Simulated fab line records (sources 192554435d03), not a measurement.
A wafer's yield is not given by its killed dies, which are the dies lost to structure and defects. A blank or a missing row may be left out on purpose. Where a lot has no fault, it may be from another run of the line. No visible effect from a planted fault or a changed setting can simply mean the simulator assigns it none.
A struck lot beside a sound one :: flow n5Finfet :: 36 out of 1938 route steps
Sound: these wafers, L594.2, L594.4, L594.5. Wafers L607.2, L607.4, L607.5 were the ones struck. The cause comes at the end.
For every step that has rows: the tool of each side, followed by ch and its chambers, followed by its first start. Under that, the readings that differ: sound wafers :: struck wafers :: difference of the means :: sigmas: that difference in standard deviations of wafers without a fault.
alike: readings with means less than 2 such deviations apart, plus words and numbers identical on both sides. not compared: withheld readings, readings lacking a value on some wafer, bounds such as >300 that could conceal the same value, and numbers that have no deviation in the record and whose values overlap.
The two part at a step that has a row with sigmas, a row that says differs or no value, or rows on one side only. Numbers that have no deviation but don't overlap get no sigmas and don't part them. Lack of a reading on every wafer of one side parts them only where that side has two or more wafers.

first, 9 steps without rows for these wafers: N5_WELL_APT_COAT_02 (resist thk 950 nm); N5_WELL_APT_EBR_04; N5_WELL_APT_SOFTBAKE_03 (time 60 s); N5_WELL_APT_EXPOSE_05 (exposes mask NWELL, defocus 0 nm, target cd 200 nm); N5_WELL_APT_PEB_06 (peb time 90 s); N5_WELL_APT_DEVELOP_07 (develop time 45 s); N5_WELL_APT_HARDBAKE_12 (time 120 s); N5_WELL_APT_DESCUM_13 (chemistry O2, time 7.9 s); N5_WELL_APT_IMPLANT_14.
N5_WELL_APT_IMPLANT_15:
  sound on implanter-01 ch 0, day 2 14:11; struck on implanter-01 ch 0, day 5 20:31
reading: beamEnergyKeV
sound: 24.995 24.997 24.987
struck: 35.692 35.699 35.686
difference: +10.699
sigmas: +99 or more

reading: model.implant.rpNm (nm)
sound: 19.13 19.13 19.13
struck: 24.27 24.27 24.27
difference: +5.14
sigmas: 

reading: model.implant.drpNm (nm)
sound: 8.457 8.457 8.457
struck: 10.97 10.97 10.97
difference: +2.51
sigmas: 
then, 25 steps without rows for these wafers: N5_WELL_APT_STRIP_16 (strips in SPM, time 900 s); N5_WELL_APT_HMDS_18 (time 60 s); N5_WELL_APT_COAT_19 (resist thk 950 nm); N5_WELL_APT_EBR_21; N5_WELL_APT_SOFTBAKE_20 (time 60 s); N5_WELL_APT_EXPOSE_22 (exposes mask PWELL, defocus 0 nm, target cd 200 nm); N5_WELL_APT_PEB_23 (peb time 90 s); N5_WELL_APT_DEVELOP_24 (develop time 45 s); N5_WELL_APT_HARDBAKE_29 (time 120 s); N5_WELL_APT_DESCUM_30 (chemistry O2, time 7.9 s); N5_WELL_APT_IMPLANT_31; N5_WELL_APT_IMPLANT_32; N5_WELL_APT_STRIP_33 (strips in SPM, time 900 s); N5_WELL_APT_RTA_34 (time 10 s); N5_WELL_APT_OXIDE_STRIP_42 (strips SiO2 in dHF, time 45 s, target depth 12 nm); N5_WELL_APT_PRECLEAN_36 (cleans in O3/DIW, time 45 s); N5_WELL_APT_PRECLEAN_39 (cleans in dHF, time 60 s); N5_WELL_APT_SRD_37 (time 30 s); N5_WELL_APT_EPI_41 (deposits Si from SiH4/H2, target thk 50 nm, time 297.7 s); N5_PMOS_HMC_CHANNEL_EPI_HM_DEP_34 (deposits SiO2 from TEOS/O2, target thk 36 nm, time 6.9 s); N5_PMOS_HMC_CHANNEL_EPI_COAT_31 (time 60 s, resist thk 66 nm); N5_PMOS_HMC_CHANNEL_EPI_COAT_03 (resist thk 205 nm); N5_PMOS_HMC_CHANNEL_EPI_EBR_05; N5_PMOS_HMC_CHANNEL_EPI_SOFTBAKE_04 (time 60 s); N5_PMOS_HMC_CHANNEL_EPI_EXPOSE_06 (exposes mask PMOS HMC BLK, target cd 240 nm).
-- record jumps: 7 days separate the struck wafers' starts on either side; left off in module PMOS_HMC_CHANNEL_EPI, taken up again in module BEOL_M4, whose first shown step is the route's number 1111 --
N5_BEOL_M4_RC_MEAS_101:
  sound on prober-01 ch 0, day 8 21:38; struck on prober-01 ch 0, day 12 10:20
reading: CJ_P
sound: 5.60 5.78 5.60
struck: 4.91 4.87 4.77
difference: -0.81
sigmas: -4

reading: IOFF_N (nA/um)
sound: 0.11 0.16 0.14
struck: 0.22 0.21 0.22
difference: +0.08
sigmas: +3

reading: IOFF_P (nA/um)
sound: 0.16 0.20 0.19
struck: 0.27 0.25 0.26
difference: +0.08
sigmas: +2

reading: VT_N (mV)
sound: 255 249 252
struck: 243 244 244
difference: -8
sigmas: -3
  alike: DIBL_N, DIBL_P, ION_N, ION_P, SS_N, SS_P, VT_P

## WHERE THEY PART
Last at N5_BEOL_M4_RC_MEAS_101 as far as this record goes, first at N5_WELL_APT_IMPLANT_15.

WHY: what the simulator had put in
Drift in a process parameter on implanter-01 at N5_WELL_APT_IMPLANT_15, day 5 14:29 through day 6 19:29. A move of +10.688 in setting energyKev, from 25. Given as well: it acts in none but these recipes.
